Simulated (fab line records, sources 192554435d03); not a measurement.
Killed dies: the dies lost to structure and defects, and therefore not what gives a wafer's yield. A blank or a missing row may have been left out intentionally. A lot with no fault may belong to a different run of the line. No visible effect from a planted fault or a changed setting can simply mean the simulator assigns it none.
A struck lot beside a sound one / flow n5-finfet / 43 out of 1938 route steps
Sound: wafers L470.1, L470.2, L470.3. Struck: wafer L485.2 (left out: L485.3, a lot-mate that was not struck); the cause follows at the end.
Order at every step that has rows: each side's tool, ch and its chambers, its first start. Under that, the readings that differ: sound wafers / struck wafers / difference of the means / sigmas: that difference in standard deviations of wafers without a fault.
alike: same words and numbers on both sides, and readings whose means sit less than 2 such deviations apart. not compared: any withheld reading, any reading some wafer has no value for, any bound like >300 that may hide the same value, and any number with overlapping values for which the record gives no deviation.
The two part at a step that has a row with sigmas, a row that says differs or no value, or rows on one side only. Numbers that don't overlap but have no deviation are shown without sigmas and don't part them. Lack of a reading on every wafer of one side parts them only where that side has two or more wafers.

first, 4 steps without rows for these wafers: N5_BEOL_M3_ANNEAL_87 (time 240 s); N5_BEOL_M3_SPUTTER_88 (material Cu, target thk 4.5 nm, time 8.29 s); N5_BEOL_M3_ANNEAL_89 (time 240 s); N5_BEOL_M3_SPUTTER_90 (material Cu, target thk 4.5 nm, time 8.29 s).
N5_BEOL_M3_ANNEAL_91: time 240 s.
  struck on pvd-sputter-01, day 11 22:40; sound on pvd-sputter-01, day 8 00:01
  alike: heater-power-w
N5_BEOL_M3_SPUTTER_92: material Cu, target thk 4.5 nm, time 8.29 s.
  struck on pvd-sputter-01, day 11 22:49; sound on pvd-sputter-01, day 8 00:10
  alike: throttle-valve-pct
N5_BEOL_M3_ANNEAL_93: time 240 s.
  struck on pvd-sputter-01, day 11 22:53; sound on pvd-sputter-01, day 8 00:14
  alike: heater-power-w
then, 5 steps without rows for these wafers: N5_BEOL_M3_SPUTTER_94 (material Cu, target thk 4.5 nm, time 8.29 s); N5_BEOL_M3_ANNEAL_95 (time 240 s); N5_BEOL_M3_SPUTTER_96 (material Cu, target thk 4.5 nm, time 8.29 s); N5_BEOL_M3_ECD_50 (material Cu, target thk 300 nm); N5_BEOL_M3_ANNEAL_51 (time 90 s).
N5_BEOL_M3_CMP_52: polishes, stops on SiOC, t overpolish 6.8 s, target thk 40 nm.
  sound on cmp-01 ch 1,2,3, day 8 01:05; struck on cmp-01 ch 3, day 11 23:47
reading=barrier-field-endpoint-s (s); sound=24.2 23.9 24.6; struck=41.1; difference=+16.9; sigmas=+19
reading=overpolish-run-s (s); sound=6.785 6.791 6.798; struck=0.052; difference=-6.739; sigmas=-99 or more
reading=time-to-endpoint-s (s); sound=65 58 63; struck=82; difference=+20; sigmas=+4
  alike: motor-current-A, retaining-ring-pressure-frac
N5_BEOL_M3_THK_MEAS_53: measures by xrf.
  struck on film-metro-02, day 12 00:03; sound on film-metro-02, day 8 01:23
reading=M3_THK (nm); sound=38.8 37.8 40.0; struck=155.6; difference=+116.7; sigmas=+58
then, 4 steps without rows for these wafers: N5_BEOL_M3_PRE_CLEAN_60 (time 15 s); N5_BEOL_M3_CO_CAP_55 (material Co, precursor CCTBA/H2, target thk 2 nm, time 102.1 s); N5_BEOL_M3_PRE_CLEAN_56 (time 15 s); N5_BEOL_M3_DEP_57 (deposits SiCN from 3MS/NH3, target thk 8 nm, time 14 s).
N5_BEOL_M3_INSPECT_59: inspects for defects (darkfield).
  struck on defect-inspect-01, day 12 00:20; sound on defect-inspect-01, day 8 01:40
reading=raw-defect-count; sound=79 60 79; struck=4965; difference=+4892; sigmas=+99 or more
N5_BEOL_M4_ILD_DEP_00: deposits SiOC from DEMS/O2, target thk 79 nm, time 15.3 s.
  the record has rows for the sound wafers here (pecvd-01 ch 0,1,2, day 8 01:43) and none for the struck ones
N5_BEOL_M4_THK_MEAS_01:
  the record has rows for the sound wafers here (film-metro-02, day 8 01:47) and none for the struck ones
then, 1 step without rows for these wafers: N5_BEOL_M4_PECVD_72 (deposits SiO2 from TEOS/O2, target thk 16 nm, time 18 s).
N5_BEOL_M4_HM_DEP_02: deposits TiN, target thk 20 nm.
  the record has rows for the sound wafers here (pvd-sputter-01, day 8 04:28) and none for the struck ones
then, 9 steps without rows for these wafers: N5_BEOL_M4_COAT_61 (time 60 s, resist thk 60 nm); N5_BEOL_M4_COAT_62 (time 60 s, resist thk 12 nm); N5_BEOL_M4_COAT_73 (time 60 s, resist thk 5 nm); N5_BEOL_M4_COAT_05 (resist thk 30 nm); N5_BEOL_M4_EBR_07; N5_BEOL_M4_SOFTBAKE_06 (time 60 s); N5_BEOL_M4_EXPOSE_08 (exposes mask M4); N5_BEOL_M4_PEB_09 (peb time 60 s); N5_BEOL_M4_DEVELOP_10 (develop time 30 s).
N5_BEOL_M4_CD_MEAS_11: the cd target is 16.79 nm.
  the record has rows for the sound wafers here (cd-sem-02 ch 0, day 8 04:51) and none for the struck ones
N5_BEOL_M4_OVL_MEAS_12:
  the record has rows for the sound wafers here (overlay-02 ch 0, day 8 04:53) and none for the struck ones
N5_BEOL_M4_INSPECT_13: inspects for defects (brightfield).
  the record has rows for the sound wafers here (defect-inspect-02, day 8 04:56) and none for the struck ones
then, 6 steps without rows for these wafers: N5_BEOL_M4_DESCUM_16 (chemistry O2, time 7 s); N5_BEOL_M4_ETCH_74 (etches underlayer in N2/H2, target depth 6.5 nm, time 5.2 s); N5_BEOL_M4_ETCH_63 (etches SiARC in CF4, target depth 15.6 nm, time 26 s); N5_BEOL_M4_ETCH_64 (etches SOC in N2/H2, target depth 75 nm, overetch 22.5 nm, time 121.9 s); N5_BEOL_M4_STRIP_65 (strips in N2/H2); N5_BEOL_M4_STRIP_75 (strips in N2/H2).
N5_BEOL_M4_RC_MEAS_101:
  the record has rows for the sound wafers here (prober-01 ch 0, day 8 14:11) and none for the struck ones
-- here the record skips 5 days between the struck wafers' starts before and after, leaving off in module BEOL_M4 and picking up in module PASSIVATION (first step shown: number 1936 of the route) --
N5_PASSIVATION_PROBE_49:
  record: rows for the struck wafers here (prober-01, day 16 23:22), none for the sound ones

## WHERE THEY PART
At N5_BEOL_M3_CMP_52 first; at N5_PASSIVATION_PROBE_49 last (within this record only).

WHY: what the simulator had put in
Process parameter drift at N5_BEOL_M3_CMP_52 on cmp-01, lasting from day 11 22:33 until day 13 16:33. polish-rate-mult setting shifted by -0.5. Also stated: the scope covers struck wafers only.
